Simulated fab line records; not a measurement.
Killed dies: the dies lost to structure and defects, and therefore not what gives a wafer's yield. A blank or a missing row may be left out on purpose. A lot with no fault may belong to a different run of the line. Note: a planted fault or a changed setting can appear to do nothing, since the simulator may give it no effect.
fab line records -- flow nand_harc
[record] lots = 13, wafers = 39, last_day = 24
route steps=1159 shown A_CONTACT@873 HYBRID_BOND@1099 THIN_TSV@1151 END@1159
lots with no fault: from the same line, run without faults
start_h: start of the lot's first displayed wafer, in hours after the record's first day -- wait_h: hours from the lot's prior step to this one -- " same as the row above -- L1.1+2: a row that stands for several wafers -- - no value present, or no start provided -- * or withheld: withheld -- < > ~ a bound
route shown NAME@n: NAME is a module with steps in the file, n the number in the route of the first one -- usual: mean/standard deviation taken from wafers without a fault -- same: alike in all rows -- chamber/n: place in a boat -- sites: the reading at each site -- _std_site: the values' standard deviation -- _edge_site: mean of outer sites minus mean of inner sites -- radius_mm: for every site, how far away it sits from the centre of the wafer -- mask NAME#n: copy n -- behind: tool/chamber where the wafer was last shaped -- hold: the reason the lot was held/the length of the hold in hours/how it ended -- device: names the non-switching transistor (n, p or np) -- end of line: at the end of the route, the tests of the same wafers -- where a step has no rows: the recipe by itself -- killed: not the wafer's yield, but the dies lost to structure and defects at the first sort -- map: per-die view of a wafer (x killed, . not killed, _ where there is no die)
set.NAME: setting as actually run; set.NAME@STEP: the setting as run at that earlier step -- model.NAME: the simulator's own value behind a step, which no gauge read
a sample of lots followed through the steps of the route, with each step as a table and each wafer as a row
services: from which hour (start_h, from the record's first day; less than 0 if before it) a tool's chamber was out of use, for how many hours, and why
[[steps]]
[step NHARC_A_CONTACT_ETCH_122]
[recipe] source_w = withheld, pressure_mtorr = 20, bias_v = 3000, time_s = 95, target_depth_a = 9300, ar_flow_sccm = withheld, c4f8_flow_sccm = withheld, o2_flow_sccm = withheld, chemistry = C4F8/O2/Ar
lot.wafer,tool,chamber,start_h,wait_h,rf_hours_counter_h
L527.1,har_cap_etch-01,0,369.89,0.1,51
L527.3,har_cap_etch-01,0,369.89,0.1,-
L527.6,har_cap_etch-01,1,369.89,0.1,-
L531.1,har_cap_etch-01,1,381.07,0.1,53
L531.4,har_cap_etch-01,1,381.07,0.1,-
L531.6,har_cap_etch-01,1,381.07,0.1,-
L528.3,har_cap_etch-03,1,381.57,0.1,-
L528.5,har_cap_etch-03,1,381.57,0.1,-
L528.6,har_cap_etch-03,0,381.57,0.1,-
L533.2,har_cap_etch-02,1,387.57,0.1,11
L533.1,har_cap_etch-02,0,387.57,0.1,11
L533.6,har_cap_etch-02,0,387.57,0.1,-
L532.1,har_cap_etch-02,0,391.47,0.1,12
L532.4,har_cap_etch-02,0,391.47,0.1,-
L532.6,har_cap_etch-02,1,391.47,0.1,-
L530.2,har_cap_etch-01,0,393.20,0.1,56
L530.4,har_cap_etch-01,0,393.20,0.1,-
L530.6,har_cap_etch-01,0,393.20,0.1,-
L535.4,har_cap_etch-01,0,418.75,0.1,-
L535.3,har_cap_etch-01,1,418.75,0.1,-
L535.6,har_cap_etch-01,0,418.75,0.1,-
L536.1,har_cap_etch-01,1,428.60,0.1,61
L536.5,har_cap_etch-01,1,428.60,0.1,-
L536.6,har_cap_etch-01,0,428.60,0.1,-
L537.1,har_cap_etch-03,1,434.24,0.1,96
L537.5,har_cap_etch-03,0,434.24,0.1,-
L537.6,har_cap_etch-03,1,434.24,0.1,-
L543.2,har_cap_etch-01,1,470.49,0.1,68
L543.4,har_cap_etch-01,0,470.49,0.1,-
L543.5,har_cap_etch-01,1,470.49,0.1,-
L545.1,har_cap_etch-02,1,475.19,0.1,26
L545.4,har_cap_etch-02,1,475.19,0.1,-
L545.5,har_cap_etch-02,0,475.19,0.1,-
L544.4,har_cap_etch-01,1,480.23,0.1,-
L544.3,har_cap_etch-01,0,480.23,0.1,-
L544.5,har_cap_etch-01,1,480.23,0.1,-
L549.1,har_cap_etch-02,0,504.51,0.1,32
L549.3,har_cap_etch-02,1,504.51,0.1,-
L549.5,har_cap_etch-02,1,504.51,0.1,-
[step NHARC_HYBRID_BOND_OVL_MEAS_05]
[usual] overlay_x_nm = -3/29, overlay_y_nm = 1/34
lot.wafer,tool,chamber,start_h,wait_h,overlay_x_nm,overlay_y_nm
L527.1,overlay-01,-,422.01,0.4,3,30
L527.3,overlay-01,-,422.01,0.4,13,3
L527.6,overlay-01,-,422.01,0.4,31,-40
L531.1,overlay-02,-,428.05,0.4,-42,-6
L531.4,overlay-02,-,428.05,0.4,48,12
L531.6,overlay-02,-,428.05,0.4,-19,60
L533.1,overlay-01,-,432.54,0.4,-44,44
L533.2,overlay-01,-,432.54,0.4,-20,-5
L533.6,overlay-01,-,432.54,0.4,21,-31
L528.3,overlay-02,-,432.54,0.4,-58,8
L528.5,overlay-02,-,432.54,0.4,-48,-52
L528.6,overlay-02,-,432.54,0.4,8,97
L532.1,overlay-01,-,439.45,0.4,-6,52
L532.4,overlay-01,-,439.45,0.4,19,-23
L532.6,overlay-01,-,439.45,0.4,-41,-78
L530.2,overlay-02,-,439.45,0.4,6,13
L530.4,overlay-02,-,439.45,0.4,27,-54
L530.6,overlay-02,-,439.45,0.4,25,-22
L535.3,overlay-02,-,464.23,0.4,-1,25
L535.4,overlay-02,-,464.23,0.4,30,4
L535.6,overlay-02,-,464.23,0.4,21,-55
L536.1,overlay-02,-,486.89,0.4,-43,-23
L536.5,overlay-02,-,486.89,0.4,10,50
L536.6,overlay-02,-,486.89,0.4,-52,22
L537.1,overlay-01,-,499.66,0.4,-55,-42
L537.5,overlay-01,-,499.66,0.4,12,4
L537.6,overlay-01,-,499.66,0.4,-33,33
L543.2,overlay-01,-,519.36,0.4,15,-5
L543.4,overlay-01,-,519.36,0.4,-17,-15
L543.5,overlay-01,-,519.36,0.4,-2,-49
L545.1,overlay-01,-,535.26,0.4,-52,42
L545.4,overlay-01,-,535.26,0.4,-40,-18
L545.5,overlay-01,-,535.26,0.4,-1,-13
L544.3,overlay-01,-,535.27,0.4,3,-10
L544.4,overlay-01,-,535.27,0.4,-29,-68
L544.5,overlay-01,-,535.27,0.4,12,-25
L549.1,overlay-02,-,551.19,0.4,-10,-17
L549.3,overlay-02,-,551.19,0.4,-10,-76
L549.5,overlay-02,-,551.19,0.4,-38,-24
[step NHARC_THIN_TSV_ETCH_59]
[recipe] target_depth_a = 8800, icp_w = 900, bias_w = 100, Cl2_flow_sccm = 60, bcl3_flow_sccm = 30, time_s = 138.1, chemistry = Cl2/BCl3
[usual] drypump_motor_current_A = 6.2/0.31, oes_product_au = 0.996/0.0077, rf_fwd_power_W = 896/3.3, throttle_valve_pct = 22.265/0.0095
lot.wafer,tool,chamber,start_h,wait_h,drypump_motor_current_A,oes_product_au,rf_fwd_power_W,rf_hours_counter_h,throttle_valve_pct
L527.1,rie_metal-01,0,432.16,0.1,6.0,1.002,893,2.9,22.263
L527.3,rie_metal-01,1,432.16,0.1,6.1,1.008,894,-,22.258
L527.6,rie_metal-01,0,432.16,0.1,6.0,1.005,889,-,22.268
L531.1,rie_metal-01,0,437.17,0.1,6.0,0.997,896,3.1,22.263
L531.4,rie_metal-01,1,437.17,0.1,6.2,0.998,891,-,22.260
L531.6,rie_metal-01,0,437.17,0.1,6.0,0.989,891,-,22.264
L528.3,rie_metal-02,0,443.14,0.1,6.4,0.999,896,-,22.263
L528.5,rie_metal-02,0,443.14,0.1,6.4,0.998,897,-,22.275
L528.6,rie_metal-02,1,443.14,0.1,6.7,0.989,894,-,22.271
L533.2,rie_metal-03,0,445.27,0.1,5.8,0.991,894,4.7,22.260
L533.1,rie_metal-03,1,445.27,0.1,5.8,0.992,891,4.7,22.268
L533.6,rie_metal-03,0,445.27,0.1,5.8,0.997,893,-,22.278
L532.1,rie_metal-03,1,448.47,0.1,5.9,0.991,894,4.9,22.242
L532.4,rie_metal-03,0,448.47,0.1,5.8,0.994,897,-,22.257
L532.6,rie_metal-03,0,448.47,0.1,5.8,0.985,893,-,22.266
L530.2,rie_metal-02,1,449.77,0.1,6.7,0.975,896,1.8,22.276
L530.4,rie_metal-02,0,449.77,0.1,6.4,0.986,901,-,22.256
L530.6,rie_metal-02,1,449.77,0.1,6.7,0.982,900,-,22.263
L535.4,rie_metal-01,0,473.20,0.2,6.0,0.999,895,-,22.265
L535.3,rie_metal-01,1,473.20,0.2,6.2,0.994,899,-,22.285
L535.6,rie_metal-01,0,473.20,0.2,6.0,0.998,896,-,22.263
L536.1,rie_metal-02,0,495.74,0.1,6.4,1.001,902,2.7,22.261
L536.5,rie_metal-02,0,495.74,0.1,6.4,0.989,903,-,22.259
L536.6,rie_metal-02,1,495.74,0.1,6.7,0.986,897,-,22.276
L537.1,rie_metal-02,0,508.58,0.1,6.4,0.995,894,3.0,22.263
L537.5,rie_metal-02,1,508.58,0.1,6.7,0.983,898,-,22.275
L537.6,rie_metal-02,0,508.58,0.1,6.4,0.987,891,-,22.284
L543.2,rie_metal-02,1,530.70,0.1,6.7,0.989,895,3.8,22.257
L543.4,rie_metal-02,1,530.70,0.1,6.7,1.002,898,-,22.250
L543.5,rie_metal-02,0,530.70,0.1,6.4,0.997,894,-,22.269
L545.1,rie_metal-01,0,545.76,0.2,6.0,0.996,896,0.9,22.263
L545.4,rie_metal-01,1,545.76,0.2,6.1,1.000,896,-,22.248
L545.5,rie_metal-01,0,545.76,0.2,6.0,1.003,894,-,22.253
L544.4,rie_metal-03,0,546.75,0.2,5.8,1.019,890,-,22.256
L544.3,rie_metal-03,1,546.75,0.2,5.8,1.005,893,-,22.257
L544.5,rie_metal-03,0,546.75,0.2,5.8,1.008,893,-,22.272
L549.1,rie_metal-03,1,560.28,0.1,5.9,0.994,894,3.0,22.253
L549.3,rie_metal-03,1,560.28,0.1,5.9,0.998,894,-,22.259
L549.5,rie_metal-03,1,560.28,0.1,5.9,1.004,898,-,22.259
[step NHARC_THIN_TSV_ETCH_36]
[recipe] target_depth_a = 650, over_etch_frac = 0.3, time_s = 18.571, ion_energy_ev = 150, chemistry = Cl2/BCl3
[usual] drypump_motor_current_A = 6.2/0.31, oes_product_au = 0.995/0.0068
lot.wafer,tool,chamber,start_h,wait_h,drypump_motor_current_A,oes_product_au,rf_hours_counter_h
L527.1,rie_metal-01,1,432.42,0.2,6.1,0.988,1.9
L527.3,rie_metal-01,1,432.42,0.2,6.1,0.999,-
L527.6,rie_metal-01,0,432.42,0.2,6.0,0.993,-
L531.1,rie_metal-01,1,437.39,0.2,6.1,1.003,2.2
L531.4,rie_metal-01,1,437.39,0.2,6.1,0.996,-
L531.6,rie_metal-01,0,437.39,0.2,6.0,0.982,-
L528.3,rie_metal-02,0,443.34,0.2,6.4,0.990,-
L528.5,rie_metal-02,1,443.34,0.2,6.7,0.997,-
L528.6,rie_metal-02,0,443.34,0.2,6.4,1.002,-
L533.2,rie_metal-03,0,445.52,0.2,5.8,0.998,4.8
L533.1,rie_metal-03,1,445.52,0.2,5.8,0.994,4.8
L533.6,rie_metal-03,0,445.52,0.2,5.7,1.004,-
L532.1,rie_metal-03,0,448.70,0.2,5.8,0.999,5.0
L532.4,rie_metal-03,1,448.70,0.2,5.9,0.997,-
L532.6,rie_metal-03,1,448.70,0.2,5.8,0.995,-
L530.2,rie_metal-02,1,450.00,0.2,6.7,0.992,2.0
L530.4,rie_metal-02,0,450.00,0.2,6.4,0.987,-
L530.6,rie_metal-02,1,450.00,0.2,6.7,0.988,-
L535.3,rie_metal-01,1,473.40,0.1,6.1,0.996,-
L535.4,rie_metal-01,0,473.40,0.1,6.0,0.994,-
L535.6,rie_metal-01,1,473.40,0.1,6.1,0.991,-
L536.1,rie_metal-02,0,495.99,0.2,6.4,0.992,2.8
L536.5,rie_metal-02,0,495.99,0.2,6.4,0.996,-
L536.6,rie_metal-02,1,495.99,0.2,6.7,0.993,-
L537.1,rie_metal-02,0,508.80,0.2,6.4,0.995,3.1
L537.6,rie_metal-02,0,508.80,0.2,6.4,1.006,-
L537.5,rie_metal-02,1,508.80,0.2,6.7,0.993,-
L543.2,rie_metal-02,0,530.92,0.2,6.4,0.989,3.9
L543.4,rie_metal-02,0,530.92,0.2,6.4,0.993,-
L543.5,rie_metal-02,1,530.92,0.2,6.7,0.999,-
L545.1,rie_metal-01,1,545.98,0.2,6.2,0.985,1.0
L545.4,rie_metal-01,0,545.98,0.2,6.0,0.999,-
L545.5,rie_metal-01,1,545.98,0.2,6.2,0.985,-
L544.4,rie_metal-03,1,546.95,0.2,5.9,0.996,-
L544.3,rie_metal-03,0,546.95,0.2,5.8,0.992,-
L544.5,rie_metal-03,1,546.95,0.2,5.9,0.987,-
L549.1,rie_metal-03,0,560.51,0.2,5.8,1.010,2.4
L549.3,rie_metal-03,1,560.51,0.2,5.9,1.001,-
L549.5,rie_metal-03,1,560.51,0.2,5.9,0.997,-
[step NHARC_END_SORT_01]
[recipe] temp_c = 25
[usual] killed_at_array = 29/11, killed_at_other = 0.7/1.1, killed_at_periphery = 3.1/2, killed_dies = 33/11, killed_open = 3.5/1.8, killed_short = 2.0/1.4
[same] gross_dies = 677
lot.wafer,tool,chamber,start_h,wait_h,killed_at_array,killed_at_other,killed_at_periphery,killed_dies,killed_open,killed_short
L543.2,prober-01,0,547.38,2.8,149,0,4,153,1,1
L543.4,prober-01,0,548.99,3.4,57,0,6,63,5,1
L543.5,prober-01,0,549.80,3.7,122,0,5,127,1,2
L544.3,prober-01,0,556.05,3.1,49,0,5,54,2,2
L544.4,prober-01,0,556.85,3.4,142,0,1,143,3,2
L544.5,prober-01,0,557.65,3.7,126,4,2,132,3,2
// killed by level:class
L543.2 A_CONTACT:unspecified=91 A_CHANNEL_HOLE_D1:chamber_film_flake=25 A_STAIRCASE:chamber_film_flake=15 A_SLIT:chamber_film_flake=12 P_GATE:chamber_film_flake=2 A_WL_FILL:geometric_particle:short=1 A_CONTACT:geometric_particle:open=1 P_STI:chamber_film_flake=1
L543.4 A_CHANNEL_HOLE_D1:chamber_film_flake=23 A_SLIT:chamber_film_flake=15 A_STAIRCASE:chamber_film_flake=9 A_CHANNEL_FILL_D1:geometric_particle:open=3 A_CONTACT:chamber_film_flake=3 P_STI:chamber_film_flake=2 P_M1:chamber_film_flake=2 P_M0:geometric_particle:open=1
L543.5 A_CONTACT:unspecified=88 A_CHANNEL_HOLE_D1:chamber_film_flake=12 A_SLIT:chamber_film_flake=9 A_STAIRCASE:chamber_film_flake=7 P_STI:chamber_film_flake=3 A_WL_FILL:geometric_particle:short=1 A_M0:geometric_particle:short=1 A_M0:geometric_particle:open=1
L544.3 A_CHANNEL_HOLE_D1:chamber_film_flake=22 A_SLIT:chamber_film_flake=15 A_STAIRCASE:chamber_film_flake=5 A_CONTACT:chamber_film_flake=5 P_GATE:chamber_film_flake=3 P_M0:geometric_particle:short=1 P_BONDPAD:geometric_particle:open=1 A_CHANNEL_FILL_D1:geometric_particle:short=1
L544.4 A_CONTACT:unspecified=88 A_CHANNEL_HOLE_D1:chamber_film_flake=25 A_SLIT:chamber_film_flake=13 A_CONTACT:chamber_film_flake=6 A_M0:geometric_particle:short=2 A_STAIRCASE:chamber_film_flake=2 A_WL_FILL:chamber_film_flake=2 A_ONON_D1:geometric_particle:open=1
L544.5 A_CONTACT:unspecified=86 A_CHANNEL_HOLE_D1:chamber_film_flake=21 A_SLIT:chamber_film_flake=10 A_STAIRCASE:chamber_film_flake=4 THIN_TSV:chamber_film_flake=3 A_CONTACT:geometric_particle:open=2 P_GATE:chamber_film_flake=2 A_ONON_D1:geometric_particle:open=1
[[services]]
tool,chamber,start_h,hours,kind
har_cap_etch-02,-,368.54,2.2,repair
rie_metal-02,-,388.00,9.0,pm
rie_metal-02,0,388.00,9.0,vent_cycle
rie_metal-02,1,388.00,9.0,vent_cycle
rie_metal-01,1,396.26,25.4,repair
rie_metal-02,0,397.00,-,clean
rie_metal-02,1,397.00,-,clean
rie_metal-03,-,453.00,9.0,pm
rie_metal-03,0,453.00,9.0,vent_cycle
rie_metal-03,1,453.00,9.0,vent_cycle
rie_metal-03,0,462.00,-,clean
rie_metal-03,1,462.00,-,clean
rie_metal-01,-,509.00,9.0,pm
rie_metal-01,0,509.00,9.0,vent_cycle
rie_metal-01,1,509.00,9.0,vent_cycle
rie_metal-01,0,518.00,-,clean
rie_metal-01,1,518.00,-,clean
rie_metal-03,0,537.52,8.0,repair
har_cap_etch-03,-,545.00,17.0,pm
har_cap_etch-03,0,545.00,17.0,vent_cycle
har_cap_etch-03,1,545.00,17.0,vent_cycle
[[key]]
[first_sign] step = NHARC_END_SORT_01, reading = killed_dies, direction = up, sigmas = 10, usual = 33, struck = 139
[effect] step = NHARC_END_SORT_01, reading = killed_at_array, direction = up, sigmas = 9.9, usual = 29, struck = 135
[more_kills_born_at] NHARC_A_CONTACT_ETCH_122@har_cap_etch-01 = 351
met_at NHARC_A_CONTACT_ETCH_122
struck_lots L543,L544
struck_wafers L543.2,L543.5,L544.4,L544.5
tester_left_out L543,L544
not_acting_at NHARC_HYBRID_BOND_OVL_MEAS_05,NHARC_THIN_TSV_ETCH_59,NHARC_THIN_TSV_ETCH_36
onset_between 428.60 470.49
[fault] kind = chamber_particle_source, tool = har_cap_etch-01, chamber = 1, onset_h = 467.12, steps = NHARC_A_CONTACT_ETCH_122, rate_per_visit_cm2 = 0.99904, end_h = 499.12
// tester_left_out: of these lots the tester's yield and bins aren't shown, on N5 and GAA mostly nor the transistor test; their killed dies are dies lost to structure and defects alone, not to doping, threshold or leakage, so they don't give the yield
